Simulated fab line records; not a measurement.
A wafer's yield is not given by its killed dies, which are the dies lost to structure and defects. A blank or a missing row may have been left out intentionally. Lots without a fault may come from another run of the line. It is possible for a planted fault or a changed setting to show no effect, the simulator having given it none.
A lot that was struck, set against a sound lot ; flow nand-harc ; 14 steps out of a route of 1302
Sound: the wafers L227.3, L227.4, L227.5. Struck: wafer L220.3. (L220.1, L220.2 of the same lot were not struck and are left out.) The cause comes at the end.
Per side, at each step with rows, come the tool, then ch with its chambers, and then its first start. Under that, the readings that differ: sound wafers ; struck wafers ; difference of the means ; sigmas: that difference in standard deviations of wafers without a fault.
alike: same words and numbers on both sides, and readings whose means sit less than 2 such deviations apart. not compared: any withheld reading, any reading some wafer has no value for, any bound like >300 that may hide the same value, and any number with overlapping values for which the record gives no deviation.
A row with sigmas, a row that says differs or no value, or rows on one side alone: a step with any of these is where the two part. Numbers that don't overlap but have no deviation are shown without sigmas and don't part them. Lack of a reading on every wafer of one side parts them only where that side has two or more wafers.

NHARC_P_GATE_STRIP_95: strips in O2.
  sound on plasma-asher-01 ch 0,1, day 12 18:07; struck on plasma-asher-01 ch 1, day 9 13:51
  alike: drypump-motor-current-A, heater-power-w
  not compared: rf-hours-counter-h
then, 1 step without rows for these wafers: NHARC_P_GATE_STRIP_96 (strips in SPM, time 900 s).
NHARC_P_GATE_RTA_64: time 1 s.
  sound on rtp-anneal-01 ch 0, day 12 18:43; struck on rtp-anneal-01 ch 0, day 9 14:28
  alike: lamp-power-pct, lamp_zone_4_pct, wafer_temp_C_max
then, 1 step without rows for these wafers: NHARC_P_GATE_ETCH_77 (etches SiO2 in dHF, target depth 6 nm).
NHARC_P_GATE_DEGAS_109: time 60 s.
  sound on pvd-sputter-01, day 12 18:58; struck on pvd-sputter-02, day 9 14:49
  alike: heater-power-w
then, 3 steps without rows for these wafers: NHARC_P_GATE_PRE_CLEAN_110 (time 30 s); NHARC_P_GATE_SPUTTER_78 (material Ni, target thk 10 nm); NHARC_P_GATE_SPUTTER_79 (material TiN, target thk 10 nm).
NHARC_P_GATE_RTA_80: time 30 s.
  sound on rtp-anneal-01 ch 0, day 12 19:19; struck on rtp-anneal-01 ch 0, day 9 15:06
  alike: lamp-power-pct, lamp_zone_4_pct, wafer_temp_C_max
then, 2 steps without rows for these wafers: NHARC_P_GATE_STRIP_67 (strips in SPM, time 600 s); NHARC_P_GATE_RTA_82 (time 30 s).
NHARC_P_GATE_INSPECT_68:
  sound on defect-inspect-01, day 12 19:55; struck on defect-inspect-02, day 9 15:50
reading;sound;struck;difference;sigmas
raw-defect-count;256 436 297;171;-159;-2
NHARC_P_CONTACT_DEP_30: deposits SiNx, target thk 30 nm.
  sound on pecvd-03 ch 0,1, day 12 19:59; struck on pecvd-03 ch 1, day 9 15:54
reading;sound;struck;difference;sigmas
rf-fwd-power-W (W);447.8 450.4 449.0;521.6;+72.5;+52
  alike: heater-power-w
NHARC_P_CONTACT_DEP_00: deposits SiO2, target thk 500 nm.
  sound on pecvd-03 ch 0,1; struck on pecvd-03 ch 1
  alike: chamber-pressure-Torr, heater-power-w, mfc-precursor-sccm, rf-fwd-power-W, throttle-valve-pct

WHERE THEY PART
First at NHARC_P_GATE_INSPECT_68; last, within this record, at NHARC_P_CONTACT_DEP_30. Later steps at which nothing parts them and some readings are alike: NHARC_P_CONTACT_DEP_00.

WHY: the cause the simulator had injected
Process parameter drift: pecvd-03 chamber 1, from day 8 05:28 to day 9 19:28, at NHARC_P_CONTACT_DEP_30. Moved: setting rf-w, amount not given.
